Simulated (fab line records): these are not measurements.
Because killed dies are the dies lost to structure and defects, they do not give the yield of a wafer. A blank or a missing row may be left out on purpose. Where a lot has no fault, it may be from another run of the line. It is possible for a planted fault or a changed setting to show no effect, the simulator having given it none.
Chamber matching + flow n5Finfet + N5_BEOL_M12_DESCUM_15 on rieDiel-03: 4 sister chambers
The step chemistry O2, time 7.9 s. 18 wafers are shown with their chamber, then 9 later ones without.

EACH WAFER AND ITS CHAMBER
| wafer  | chamber | showerheadPlenumPTorr (Torr) | throttleValvePct (%) | oesProductAu (a.u.) |
|--------|---------|------------------------------|----------------------|---------------------|
| L076.1 | 1       | 2.24                         | 20.25                | 0.84                |
| L076.3 | 3       | 2.19                         | 20.25                | 0.77                |
| L076.6 | 2       | 2.00                         | 20.53                | 0.73                |
| L080.2 | 2       | 2.00                         | 20.54                | 0.73                |
| L080.5 | 1       | 2.24                         | 20.26                | 0.85                |
| L080.6 | 0       | 2.02                         | 20.62                | 0.74                |
| L077.1 | 1       | 2.24                         | 20.26                | 0.84                |
| L077.4 | 2       | 2.00                         | 20.55                | 0.72                |
| L077.5 | 2       | 2.00                         | 20.54                | 0.73                |
| L081.1 | 1       | 2.23                         | 20.28                | 0.84                |
| L081.3 | 2       | 2.00                         | 20.56                | 0.72                |
| L081.6 | 1       | 2.23                         | 20.28                | 0.84                |
| L084.1 | 2       | 1.99                         | 20.56                | 0.71                |
| L084.5 | 0       | 2.02                         | 20.65                | 0.72                |
| L084.6 | 1       | 2.23                         | 20.29                | 0.83                |
| L092.4 | 0       | 2.01                         | 20.66                | 0.71                |
| L092.5 | 2       | 1.99                         | 20.58                | 0.70                |
| L092.6 | 1       | 2.22                         | 20.33                | 0.80                |

SIGNATURES (averages over the wafers above)
| reading               | chamber 0 | chamber 1 | chamber 2 | chamber 3 | scatter within a chamber |
|-----------------------|-----------|-----------|-----------|-----------|--------------------------|
| showerheadPlenumPTorr | 2.0167    | 2.2329    | 1.9971    | 2.1900    | 0.00628                  |
| throttleValvePct      | 20.6433   | 20.2786   | 20.5514   | 20.2500   | 0.0221                   |
| oesProductAu          | 0.7233    | 0.8343    | 0.7200    | 0.7700    | 0.0142                   |
Rule: for a wafer and a chamber, the distance is found by dividing, reading by reading, the gap between the wafer's reading and the chamber's mean by the reading's scatter, squaring, summing and taking the root. The wafer belongs to the nearest chamber; if the next one is less than 2 further off, it can't be placed. The scatter: take each reading less its chamber's mean, square it, sum over the shown wafers, divide by the number of wafers less the number of chambers, and take the root.

WAFERS MISSING THEIR CHAMBER
| wafer  | showerheadPlenumPTorr (Torr) | throttleValvePct (%) | oesProductAu (a.u.) |
|--------|------------------------------|----------------------|---------------------|
| L094.1 | 2.01                         | 20.67                | 0.71                |
| L094.2 | 2.22                         | 20.31                | 0.80                |
| L094.3 | 1.99                         | 20.59                | 0.71                |
| L095.1 | 1.99                         | 20.59                | 0.70                |
| L095.3 | 2.22                         | 20.31                | 0.80                |
| L095.5 | 2.01                         | 20.67                | 0.71                |
| L096.1 | 2.22                         | 20.34                | 0.80                |
| L096.5 | 2.17                         | 20.33                | 0.74                |
| L096.6 | 2.01                         | 20.68                | 0.71                |

THE CHAMBER EACH PASSED THROUGH
| wafer  | from the rows above | in truth |
|--------|---------------------|----------|
| L094.1 | 0                   | 0        |
| L094.2 | 1                   | 1        |
| L094.3 | 2                   | 2        |
| L095.1 | 2                   | 2        |
| L095.3 | 1                   | 1        |
| L095.5 | 0                   | 0        |
| L096.1 | 1                   | 1        |
| L096.5 | 3                   | 3        |
| L096.6 | 0                   | 0        |
Correct placement for 9 of the 9. Can't be placed from these rows: 0. Wrongly placed: 0.
